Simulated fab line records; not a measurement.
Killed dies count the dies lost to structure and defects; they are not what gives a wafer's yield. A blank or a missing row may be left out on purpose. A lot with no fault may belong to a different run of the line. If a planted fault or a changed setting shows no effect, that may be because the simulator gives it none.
Which tool was responsible? + flow n5-finfet + 60 wafers from 20 lots sampled at 4 of the route's 1938 steps

## WHAT THE GAUGES READ, wafer by wafer
N5_HKMG_FIN_CD_MEAS_12 targets a cd of 92.8 nm. Usual: cd-nm 92.6 nm, standard deviation 0.5.
| lot  | measured    | on        | cd-nm (nm)     | flag |
|------|-------------|-----------|----------------|------|
| L075 | day 4 10:30 | cd-sem-03 | 93.0 92.7 93.1 |      |
| L076 | day 4 16:37 | cd-sem-01 | 93.3 93.0 93.2 |      |
| L077 | day 4 20:49 | cd-sem-02 | 93.9 93.2 93.0 |      |
| L078 | day 5 03:50 | cd-sem-01 | 93.4 92.6 93.3 |      |
| L079 | day 5 10:20 | cd-sem-01 | 92.8 93.6 93.2 |      |
| L080 | day 5 15:48 | cd-sem-03 | 92.6 92.0 91.7 |      |
| L081 | day 5 23:19 | cd-sem-02 | 93.0 93.0 92.1 |      |
| L083 | day 6 09:44 | cd-sem-03 | 92.5 92.1 92.4 |      |
| L084 | day 6 16:27 | cd-sem-02 | 92.4 92.5 92.4 |      |
| L085 | day 6 20:51 | cd-sem-01 | 92.6 91.7 92.0 |      |
| L086 | day 7 08:09 | cd-sem-02 | 92.0 91.9 92.0 |      |
| L087 | day 7 10:08 | cd-sem-01 | 92.5 92.6 93.2 |      |
| L088 | day 7 18:35 | cd-sem-01 | 92.7 92.8 93.2 |      |
| L089 | day 7 20:47 | cd-sem-03 | 92.7 92.6 93.1 |      |
| L090 | day 8 02:02 | cd-sem-01 | 92.6 92.6 92.6 |      |
| L091 | day 8 09:10 | cd-sem-03 | 93.1 92.8 93.1 |      |
| L094 | day 9 05:38 | cd-sem-01 | 92.3 92.2 92.5 |      |
| L095 | day 9 08:34 | cd-sem-02 | 92.7 92.7 93.4 |      |
| L096 | day 9 20:26 | cd-sem-02 | 92.3 92.4 92.2 |      |
| L097 | day 9 20:41 | cd-sem-03 | 92.9 92.1 92.0 |      |

## WHAT TOOL EACH LOT RAN ON (gives the tool, then ch and the chambers of the sampled wafers, and finally the start)
| lot  | N5_SDB_HM_DEP_00               | N5_HKMG_FIN_ALD_75              | N5_HKMG_FIN_ETCH_54               |
|------|--------------------------------|---------------------------------|-----------------------------------|
| L075 | pecvd-03 ch 0,2, day 4 00:17   | ald-hk-03 ch 1,3, day 4 06:36   | rie-diel-04 ch 0,1,2, day 4 07:11 |
| L076 | pecvd-03 ch 0,1, day 4 06:47   | ald-hk-02 ch 1,2,3, day 4 12:49 | rie-diel-06 ch 1,2, day 4 13:22   |
| L077 | pecvd-03 ch 1,2, day 4 10:56   | ald-hk-01 ch 0,1,3, day 4 16:56 | rie-diel-05 ch 0,2,3, day 4 17:38 |
| L078 | pecvd-04 ch 1,2, day 4 17:53   | ald-hk-01 ch 0,1,2, day 4 23:59 | rie-diel-04 ch 0,1,2, day 5 00:35 |
| L079 | pecvd-02 ch 0,1,2, day 5 01:07 | ald-hk-01 ch 0,1,2, day 5 06:37 | rie-diel-06 ch 1,2,3, day 5 07:12 |
| L080 | pecvd-02 ch 0,1, day 5 06:14   | ald-hk-02 ch 1,2,3, day 5 11:42 | rie-diel-04 ch 0,2, day 5 12:17   |
| L081 | pecvd-04 ch 0,2, day 5 12:22   | ald-hk-02 ch 0,3, day 5 19:10   | rie-diel-05 ch 1,3, day 5 19:56   |
| L083 | pecvd-03 ch 0,2, day 5 23:44   | ald-hk-03 ch 1,3, day 6 05:53   | rie-diel-06 ch 0,1, day 6 06:20   |
| L084 | pecvd-04 ch 0,2, day 6 05:52   | ald-hk-03 ch 1,3, day 6 12:25   | rie-diel-05 ch 1,3, day 6 12:53   |
| L085 | pecvd-04 ch 0,1,2, day 6 11:03 | ald-hk-02 ch 1,2, day 6 16:49   | rie-diel-05 ch 0,1,3, day 6 17:24 |
| L086 | pecvd-04 ch 0,1,2, day 6 21:46 | ald-hk-02 ch 0,3, day 7 04:20   | rie-diel-05 ch 1,2,3, day 7 04:48 |
| L087 | pecvd-02 ch 0,1,2, day 7 00:17 | ald-hk-02 ch 0,1,3, day 7 06:25 | rie-diel-04 ch 0,1,2, day 7 06:58 |
| L088 | pecvd-03 ch 0,2, day 7 09:14   | ald-hk-02 ch 0,1, day 7 14:43   | rie-diel-06 ch 1,2,3, day 7 15:18 |
| L089 | pecvd-02 ch 0,1, day 7 11:17   | ald-hk-02 ch 0,1,3, day 7 16:57 | rie-diel-04 ch 0,2, day 7 17:32   |
| L090 | pecvd-02 ch 0,1,2, day 7 16:17 | ald-hk-02 ch 0,1,2, day 7 22:05 | rie-diel-06 ch 1,3, day 7 22:41   |
| L091 | pecvd-04 ch 0,1,2, day 7 23:40 | ald-hk-03 ch 0,1,2, day 8 05:18 | rie-diel-06 ch 1,2,3, day 8 05:53 |
| L094 | pecvd-03 ch 0,1,2, day 8 20:26 | ald-hk-02 ch 0,1,3, day 9 01:46 | rie-diel-06 ch 0,2,3, day 9 02:22 |
| L095 | pecvd-03 ch 0,1,2, day 8 22:59 | ald-hk-02 ch 0,2,3, day 9 04:37 | rie-diel-06 ch 1,2,3, day 9 05:13 |
| L096 | pecvd-02 ch 1,2, day 9 10:28   | ald-hk-03 ch 1,2,3, day 9 16:40 | rie-diel-04 ch 0,1, day 9 17:14   |
| L097 | pecvd-04 ch 0,1, day 9 10:52   | ald-hk-01 ch 0,1,3, day 9 16:51 | rie-diel-06 ch 0,1,2, day 9 17:20 |
- N5_SDB_HM_DEP_00: deposits SiNx from SiH4/NH3/N2, target thk 40 nm, time 35.3 s.
- N5_HKMG_FIN_ALD_75: deposits Al2O3, target thk 1 nm, co reactant pulse time 1 s.
- N5_HKMG_FIN_ETCH_54: etches SiARC in CF4, target depth 45.5 nm, time 75.8 s.

## WHAT THE TOOLS THEMSELVES READ (means of the sampled wafers that have a number; where no wafer has one, the mark that the record gives instead)
N5_SDB_HM_DEP_00. Usual: heater-power-outer-w 481 W, standard deviation 74; heater-power-w 789 W, standard deviation 100; showerhead-plenum-p-Torr 5.17 Torr, standard deviation 0.072; showerhead-vpp-V 1104 V, standard deviation 49; throttle-valve-pct 39.3 %, standard deviation 2.4.
| lot  | tool     | heater-power-outer-w (W) | heater-power-w (W) | showerhead-plenum-p-Torr (Torr) | showerhead-vpp-V (V) | throttle-valve-pct (%) | flag |
|------|----------|--------------------------|--------------------|---------------------------------|----------------------|------------------------|------|
| L075 | pecvd-03 | 515                      | 805                | 5.22                            | 1094                 | 37.7                   |      |
| L076 | pecvd-03 | 454                      | 788                | 5.22                            | 1111                 | 38.7                   |      |
| L077 | pecvd-03 | 486                      | 818                | 5.20                            | 1124                 | 38.0                   |      |
| L078 | pecvd-04 | 424                      | 689                | 5.16                            | 1076                 | 39.4                   |      |
| L079 | pecvd-02 | 481                      | 777                | 5.10                            | 1066                 | 40.7                   |      |
| L080 | pecvd-02 | 485                      | 799                | 5.07                            | 1073                 | 42.8                   |      |
| L081 | pecvd-04 | 461                      | 766                | 5.23                            | 1086                 | 39.4                   |      |
| L083 | pecvd-03 | 527                      | 846                | 5.22                            | 1102                 | 37.8                   |      |
| L084 | pecvd-04 | 445                      | 756                | 5.22                            | 1089                 | 39.5                   |      |
| L085 | pecvd-04 | 448                      | 749                | 5.18                            | 1095                 | 38.6                   |      |
| L086 | pecvd-04 | 470                      | 778                | 5.19                            | 1104                 | 38.7                   |      |
| L087 | pecvd-02 | 515                      | 825                | 5.10                            | 1088                 | 40.9                   |      |
| L088 | pecvd-03 | 533                      | 840                | 5.21                            | 1095                 | 37.7                   |      |
| L089 | pecvd-02 | 541                      | 865                | 5.04                            | 1097                 | 43.3                   |      |
| L090 | pecvd-02 | 503                      | 794                | 5.10                            | 1077                 | 40.9                   |      |
| L091 | pecvd-04 | 476                      | 775                | 5.20                            | 1113                 | 38.7                   |      |
| L094 | pecvd-03 | 465                      | 770                | 5.21                            | 1108                 | 38.2                   |      |
| L095 | pecvd-03 | 485                      | 820                | 5.22                            | 1119                 | 38.5                   |      |
| L096 | pecvd-02 | 420                      | 689                | 5.14                            | 1078                 | 40.4                   |      |
| L097 | pecvd-04 | 514                      | 825                | 5.18                            | 1163                 | 37.1                   |      |

N5_HKMG_FIN_ALD_75. Usual: heater-power-outer-w 76 W, standard deviation 9.7; heater-power-w 145 W, standard deviation 15; precursor-pulse-height-rel 0.999, standard deviation 0.018.
| lot  | tool      | heater-power-outer-w (W) | heater-power-w (W) | precursor-pulse-height-rel | flag |
|------|-----------|--------------------------|--------------------|----------------------------|------|
| L075 | ald-hk-03 | 88                       | 165                | 1.001                      |      |
| L076 | ald-hk-02 | 70                       | 138                | 1.012                      |      |
| L077 | ald-hk-01 | 74                       | 154                | 1.004                      |      |
| L078 | ald-hk-01 | 72                       | 144                | 0.982                      |      |
| L079 | ald-hk-01 | 71                       | 145                | 1.021                      |      |
| L080 | ald-hk-02 | 71                       | 135                | 0.992                      |      |
| L081 | ald-hk-02 | 76                       | 146                | 0.990                      |      |
| L083 | ald-hk-03 | 88                       | 158                | 0.994                      |      |
| L084 | ald-hk-03 | 85                       | 155                | 0.997                      |      |
| L085 | ald-hk-02 | 72                       | 132                | 0.998                      |      |
| L086 | ald-hk-02 | 76                       | 147                | 0.981                      |      |
| L087 | ald-hk-02 | 77                       | 144                | 0.998                      |      |
| L088 | ald-hk-02 | 83                       | 146                | 0.986                      |      |
| L089 | ald-hk-02 | 77                       | 143                | 1.001                      |      |
| L090 | ald-hk-02 | 75                       | 140                | 0.991                      |      |
| L091 | ald-hk-03 | 87                       | 162                | 0.999                      |      |
| L094 | ald-hk-02 | 77                       | 144                | 0.996                      |      |
| L095 | ald-hk-02 | 74                       | 141                | 0.994                      |      |
| L096 | ald-hk-03 | 84                       | 154                | 1.013                      |      |
| L097 | ald-hk-01 | 76                       | 151                | 0.994                      |      |

N5_HKMG_FIN_ETCH_54. Usual: bias-w 36.00 W, standard deviation 0.11; drypump-motor-current-A 5.9 A, standard deviation 0.42; etch-rf-on-time-s 75.8 s, standard deviation 0.94; mfc-ar-sccm 100.0 sccm, standard deviation 0.31; oes-product-au 0.67 a.u., standard deviation 0.074; rf-vpp-V 184.1 V, standard deviation 1.3; showerhead-plenum-p-Torr 2.15 Torr, standard deviation 0.079; throttle-valve-pct 15.51 %, standard deviation 0.19.
| lot  | tool        | bias-w (W) | drypump-motor-current-A (A) | etch-rf-on-time-s (s) | mfc-ar-sccm (sccm) | oes-product-au (a.u.) | rf-vpp-V (V) | showerhead-plenum-p-Torr (Torr) | throttle-valve-pct (%) | flag |
|------|-------------|------------|-----------------------------|-----------------------|--------------------|-----------------------|--------------|---------------------------------|------------------------|------|
| L075 | rie-diel-04 | 36.01      | 5.8                         | 75.5                  | 99.8               | 0.77                  | 184.5        | 2.18                            | 15.41                  |      |
| L076 | rie-diel-06 | 35.96      | 6.2                         | 75.3                  | 100.2              | 0.75                  | 184.4        | 2.20                            | 15.48                  |      |
| L077 | rie-diel-05 | 35.93      | 5.6                         | 76.6                  | 100.0              | 0.59                  | 184.6        | 2.11                            | 15.73                  |      |
| L078 | rie-diel-04 | 35.96      | 5.8                         | 74.5                  | 99.9               | 0.76                  | 184.8        | 2.18                            | 15.43                  |      |
| L079 | rie-diel-06 | 36.03      | 6.2                         | 75.4                  | 100.1              | 0.69                  | 184.2        | 2.13                            | 15.46                  |      |
| L080 | rie-diel-04 | 35.94      | 5.6                         | 75.8                  | 100.3              | 0.75                  | 183.7        | 2.18                            | 15.52                  |      |
| L081 | rie-diel-05 | 36.04      | 5.7                         | 76.6                  | 99.9               | 0.62                  | 184.2        | 2.20                            | 15.50                  |      |
| L083 | rie-diel-06 | 35.89      | 6.2                         | 75.8                  | 99.7               | 0.71                  | 184.9        | 2.22                            | 15.45                  |      |
| L084 | rie-diel-05 | 35.99      | 5.8                         | 77.5                  | 99.6               | 0.60                  | 184.5        | 2.16                            | 15.65                  |      |
| L085 | rie-diel-05 | 36.01      | 5.5                         | 76.0                  | 100.1              | 0.68                  | 185.2        | 2.21                            | 15.56                  |      |
| L086 | rie-diel-05 | 36.00      | 5.8                         | 75.8                  | 99.9               | 0.67                  | 183.6        | 2.18                            | 15.40                  |      |
| L087 | rie-diel-04 | 35.95      | 5.8                         | 75.1                  | 99.9               | 0.73                  | 184.4        | 2.17                            | 15.46                  |      |
| L088 | rie-diel-06 | 36.16      | 6.2                         | 74.7                  | 100.0              | 0.66                  | 183.3        | 2.12                            | 15.51                  |      |
| L089 | rie-diel-04 | 35.99      | 5.6                         | 75.3                  | 99.5               | 0.73                  | 183.8        | 2.17                            | 15.56                  |      |
| L090 | rie-diel-06 | 35.93      | 6.6                         | 75.9                  | 100.2              | 0.64                  | 183.8        | 2.11                            | 15.41                  |      |
| L091 | rie-diel-06 | 35.87      | 6.2                         | 75.8                  | 100.1              | 0.66                  | 183.3        | 2.12                            | 15.50                  |      |
| L094 | rie-diel-06 | 35.92      | 6.0                         | 75.8                  | 100.1              | 0.62                  | 183.9        | 2.07                            | 15.51                  |      |
| L095 | rie-diel-06 | 35.97      | 6.2                         | 75.9                  | 100.4              | 0.65                  | 184.6        | 2.11                            | 15.53                  |      |
| L096 | rie-diel-04 | 36.04      | 5.6                         | 76.8                  | 100.1              | 0.72                  | 184.2        | 2.18                            | 15.43                  |      |
| L097 | rie-diel-06 | 36.03      | 6.0                         | 76.4                  | 100.3              | 0.66                  | 184.7        | 2.15                            | 15.56                  |      |

## THE ANSWER, worked out from the rows above alone
Rule: a lot counts as off when the mean over its wafers that have a number is more than 3 standard deviations away from the usual mean. A lot without any number at a reading at which 4 lots or more have one is off too. Where the step has rows for the other lots, those lots are counted as sound. First the gauges in route order, then the tools' own readings, where a lot's mean is used as printed above. At the first step where some lot is off, the reading lying furthest off is the one used; lots without a number count as furthest.
Across all readings shown, no lot is off: no conclusion can be drawn from this.

## WHAT THE SIMULATOR HAD PUT IN
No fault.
